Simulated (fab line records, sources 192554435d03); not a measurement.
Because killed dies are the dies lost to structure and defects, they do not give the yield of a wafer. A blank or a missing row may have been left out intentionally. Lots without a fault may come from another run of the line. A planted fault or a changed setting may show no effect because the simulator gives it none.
fab line records	flow n5-finfet	part 2 of 2: steps 21 to 29 of 29
record: lots: 5	wafers: 15	last-day: 17
route steps=1938 shown BEOL_M13@1689 BEOL_M14@1716
lots untouched by any fault: they come from a run of this same line in which no faults occurred
start-h: start of the lot's first displayed wafer, in hours after the record's first day	wait-h: hours elapsed since this lot's preceding step	" the same as in the row above	L1.1+2: a row that stands for several wafers	- either no value or no given start	* or withheld: withheld	< > ~ a bound
route shown NAME@n: NAME is a module with steps in the file, n the number in the route of the first one	usual: the fault-free wafers' mean and standard deviation	same: alike in all rows	chamber/n: place in a boat	sites: per-site readings	_std_site: standard deviation across them	_edge_site: mean of outer sites minus mean of inner sites	radius-mm: for every site, how far away it sits from the centre of the wafer	mask NAME#n: copy n	behind: tool/chamber where the wafer was last shaped	hold: why the lot went on hold/how many hours it stayed there/how the hold came to an end	device: which transistor (n, p or np) failed to switch	end of line: tests of these same wafers at the route's end	for a step that has no rows: nothing shown but its recipe	killed: dies lost to structure and defects at the first sort, not the wafer's yield	map: per-die view of a wafer (x killed, . not killed, _ where there is no die)
set.NAME: the setting that was run; set.NAME@STEP: the one run at that earlier step	model.NAME: the simulator's own value behind a step, which no gauge read
a table for each step, a row for each wafer; lots at some steps of the route
services: when a tool's chamber went out of use (start-h, in hours from the record's first day, below 0 if earlier), for how many hours, and the reason
== steps ==
step: N5_BEOL_M13_ANNEAL_48
recipe: temp-c: 225	time-s: 90	ambient: N2
usual: wafer_temp_C_max: 226.4/0.45
lot.wafer	tool	chamber	start-h	wait-h	wafer_temp_C_max
L087.2	rtp-anneal-01	0	330.55	0.2	225.8
L087.3	"	0	"	"	226.8
L087.4	"	0	"	"	226.1
L090.1	rtp-anneal-02	0	345.89	0.4	225.6
L090.4	"	0	"	"	226.0
L090.6	"	0	"	"	226.6
L088.2	rtp-anneal-01	0	346.54	0.4	227.4
L088.5	"	0	"	"	226.4
L088.6	"	0	"	"	226.6
L089.2	rtp-anneal-01	0	350.64	0.2	226.5
L089.3	"	0	"	"	226.4
L089.6	"	0	"	"	226.7
L094.2	rtp-anneal-01	0	367.78	0.4	226.3
L094.3	"	0	"	"	226.4
L094.4	"	0	"	"	226.7
step: N5_BEOL_M13_CMP_49
recipe: stop-on: SiOC	t-overpolish-s: 17.1	down-force-psi: 1	platen-rpm: 50	clearing-platen-down-force-psi: 1.5	clearing-platen-rpm: 50	post-cmp-clean: cu-alkaline	target-thk-nm: 420	clearing-platen-pad-velocity-m-s: 0.99484	pad-velocity-m-s: 0.99484
usual: barrier-field-endpoint-s: 30.3/0.7	motor-current-A: 5.9/0.64	overpolish-run-s: 17.101/0.0085	retaining-ring-pressure-frac: 1.000/0.005
lot.wafer	tool	chamber	start-h	wait-h	barrier-field-endpoint-s	motor-current-A	overpolish-run-s	retaining-ring-pressure-frac
L087.2	cmp-02	2	330.82	0.2	31.0	4.9	17.101	1.000
L087.4	"	0	"	"	30.8	5.2	17.087	0.998
L087.3	"	1	"	"	30.3	6.9	17.104	1.007
L090.4	cmp-03	3	346.26	0.2	30.5	7.2	17.096	0.997
L090.1	"	0	"	"	31.6	5.9	17.098	0.999
L090.6	"	2	"	"	30.8	6.5	17.098	1.005
L088.2	cmp-01	0	346.92	0.3	29.5	5.9	17.096	1.006
L088.6	"	1	"	"	29.3	5.9	17.109	0.992
L088.5	"	2	"	"	29.9	5.7	17.094	1.007
L089.3	cmp-01	1	350.93	0.2	29.9	5.7	17.104	1.004
L089.2	"	2	"	"	30.3	5.7	17.117	0.991
L089.6	"	1	"	"	30.1	5.7	17.087	1.000
L094.2	cmp-02	3	368.03	0.2	29.5	6.1	17.110	1.001
L094.3	"	0	"	"	29.5	5.7	17.099	1.008
L094.4	"	1	"	"	29.0	6.5	17.108	0.996
step: N5_BEOL_M13_THK_MEAS_50
recipe: thk-meas-gauge: xrf	reads: Cu_of_BEOL_M13_ECD_47
usual: M13_THK: 418/7.8
lot.wafer	tool	chamber	start-h	wait-h	M13_THK[nm]
L087.2	film-metro-02	-	331.11	-	419
L087.3	"	-	"	"	418
L087.4	"	-	"	"	417
L090.1	film-metro-02	-	346.48	-	414
L090.4	"	-	"	"	409
L090.6	"	-	"	"	421
L088.2	film-metro-01	-	347.10	-	409
L088.5	"	-	"	"	412
L088.6	"	-	"	"	411
L089.2	film-metro-01	-	351.19	-	418
L089.3	"	-	"	"	411
L089.6	"	-	"	"	420
L094.2	film-metro-02	-	368.32	-	415
L094.3	"	-	"	"	421
L094.4	"	-	"	"	408
step: N5_BEOL_M13_PRE_CLEAN_52
recipe: gas: NH3	time-s: 15	temp-c: withheld	rf-power-w: 300
lot.wafer	tool	chamber	start-h	wait-h
L087.2+3+4	pecvd-04	1,2,1	331.15	0.0
L090.1+4+6	pecvd-02	2,2,0	346.52	0.0
L088.2+5+6	pecvd-02	0,2,0	347.14	0.0
L089.2+3+6	pecvd-02	1,0,0	351.23	0.0
L094.2+3+4	pecvd-01	0,2,2	368.36	0.0
step: N5_BEOL_M13_DEP_53
recipe: material: SiCN	target-thk-a: 500	temp-c: withheld	precursor: 3MS/NH3	pressure-torr: 3	rf-w: 675	time-s: 17.8
usual: showerhead-plenum-p-Torr: 4.158/0.029	throttle-valve-pct: 18.0/0.97
lot.wafer	tool	chamber	start-h	wait-h	showerhead-plenum-p-Torr	throttle-valve-pct
L087.2	pecvd-04	1	331.18	0.0	4.207	19.3
L087.3	"	2	"	"	4.156	17.8
L087.4	"	1	"	"	4.204	19.2
L090.1	pecvd-02	2	346.54	0.0	4.142	17.3
L090.4	"	2	"	"	4.141	17.5
L090.6	"	0	"	"	4.122	18.0
L088.2	pecvd-02	0	347.16	0.0	4.129	17.9
L088.5	"	2	"	"	4.132	17.4
L088.6	"	0	"	"	4.128	18.0
L089.2	pecvd-02	1	351.25	0.0	4.136	17.6
L089.3	"	0	"	"	4.131	18.1
L089.6	"	0	"	"	4.129	17.7
L094.2	pecvd-01	0	368.39	0.0	4.150	17.9
L094.3	"	2	"	"	4.213	17.1
L094.4	"	2	"	"	4.213	16.8
step: N5_BEOL_M13_RS_MEAS_54
recipe: thk-meas-gauge: four-point-probe	reads: Cu_of_BEOL_M13_ECD_47+Ta_of_BEOL_M13_SPUTTER_44+TaN_of_BEOL_M13_SPUTTER_43
usual: M13_RS: 0.0449/0.00075
lot.wafer	tool	chamber	start-h	wait-h	M13_RS[ohm/sq]
L087.2	film-metro-02	-	331.24	0.1	0.0453
L087.3	"	-	"	"	0.0455
L087.4	"	-	"	"	0.0453
L090.1	film-metro-01	-	346.61	0.0	0.0448
L090.4	"	-	"	"	0.0458
L090.6	"	-	"	"	0.0443
L088.2	film-metro-01	-	347.23	0.1	0.0458
L088.5	"	-	"	"	0.0458
L088.6	"	-	"	"	0.0455
L089.2	film-metro-01	-	351.32	0.1	0.0441
L089.3	"	-	"	"	0.0453
L089.6	"	-	"	"	0.0439
L094.2	film-metro-02	-	368.45	0.1	0.0450
L094.3	"	-	"	"	0.0442
L094.4	"	-	"	"	0.0455
step: N5_BEOL_M13_INSPECT_55
recipe: inspect-instrument: darkfield	mode: post-dep
usual: raw-defect-count: 62/18
lot.wafer	tool	chamber	start-h	wait-h	raw-defect-count
L087.2	defect-inspect-01	-	331.27	0.0	61
L087.3	"	-	"	"	45
L087.4	"	-	"	"	44
L090.1	defect-inspect-01	-	346.63	0.0	72
L090.4	"	-	"	"	60
L090.6	"	-	"	"	55
L088.2	defect-inspect-01	-	347.25	0.0	60
L088.5	"	-	"	"	86
L088.6	"	-	"	"	69
L089.2	defect-inspect-01	-	351.35	0.0	41
L089.3	"	-	"	"	69
L089.6	"	-	"	"	45
L094.2	defect-inspect-01	-	368.48	0.0	47
L094.3	"	-	"	"	71
L094.4	"	-	"	"	56
step: N5_BEOL_M14_ILD_DEP_00
recipe: material: SiO2	target-thk-a: 11193	temp-c: 400	precursor: TEOS/O2	pressure-torr: 6.5	rf-w: 900	teos-flow-sccm: 161.4	gas: O2	flow-sccm: 2650	time-s: 237.4
usual: heater-power-w: 548/89	showerhead-plenum-p-Torr: 8.35/0.052	throttle-valve-pct: 18.5/1
lot.wafer	tool	chamber	start-h	wait-h	heater-power-w	showerhead-plenum-p-Torr	throttle-valve-pct
L087.2	pecvd-02	2	331.31	0.0	647	8.28	18.0
L087.3	"	1	"	"	447	8.29	18.4
L087.4	"	2	"	"	491	8.29	18.2
L090.1	pecvd-03	0	346.67	0.0	689	8.39	18.2
L090.4	"	0	"	"	728	8.42	18.0
L090.6	"	1	"	"	435	8.38	18.3
L088.2	pecvd-03	1	347.29	0.0	452	8.37	18.2
L088.5	"	2	"	"	621	8.43	18.2
L088.6	"	0	"	"	571	8.42	18.1
L089.2	pecvd-02	1	351.38	0.0	474	8.30	18.5
L089.3	"	2	"	"	584	8.34	18.1
L089.6	"	1	"	"	347	8.32	18.2
L094.2	pecvd-01	1	368.51	0.0	663	8.37	21.2
L094.3	"	2	"	"	599	8.43	17.6
L094.4	"	1	"	"	696	8.38	21.3
step: N5_BEOL_M14_THK_MEAS_01
recipe: reads: SiO2_of_BEOL_M14_ILD_DEP_00
usual: M14_ILD_THK: 1124/14
lot.wafer	tool	chamber	start-h	wait-h	M14_ILD_THK[nm]
L087.2	film-metro-02	-	331.50	0.1	1099
L087.3	"	-	"	"	1101
L087.4	"	-	"	"	1125
L090.1	film-metro-02	-	346.86	0.1	1105
L090.4	"	-	"	"	1119
L090.6	"	-	"	"	1123
L088.2	film-metro-01	-	347.48	0.1	1119
L088.5	"	-	"	"	1128
L088.6	"	-	"	"	1121
L089.2	film-metro-01	-	351.57	0.1	1126
L089.3	"	-	"	"	1125
L089.6	"	-	"	"	1159
L094.2	film-metro-02	-	368.71	0.1	1111
L094.3	"	-	"	"	1117
L094.4	"	-	"	"	1133
== services ==
tool	chamber	start-h	hours	kind
pecvd-04	2	303.65	2.1	scheduled-down
cmp-02	-	304.67	2.7	repair
ecd-cu-01	-	313.56	1.8	repair
pecvd-02	1	316.06	2.1	scheduled-down
rie-diel-03	3	316.84	-	clean
rie-diel-03	3	316.84	-	consumable-replace:focus-ring
rie-diel-03	3	316.84	13.1	scheduled-down
rie-diel-03	3	316.84	13.1	vent-cycle
pecvd-04	1	317.58	4.5	repair
pvd-sputter-01	-	320.04	19.6	repair
rie-diel-01	1	324.46	-	clean
pecvd-04	1	327.41	2.1	scheduled-down
rie-diel-04	1	328.93	6.7	repair
cmp-02	-	338.04	3.0	repair
cmp-01	-	340.63	5.8	pm
plasma-asher-01	-	344.97	2.8	pm
cmp-03	-	348.96	28.8	repair
pecvd-03	2	351.75	2.1	scheduled-down
pvd-sputter-01	-	354.53	5.4	repair
rie-diel-01	3	357.36	12.1	repair
pecvd-01	2	357.44	5.5	scheduled-down
cmp-02	-	357.57	2.0	repair
pecvd-03	0	357.77	12.8	repair
rie-diel-01	2	358.45	3.4	repair
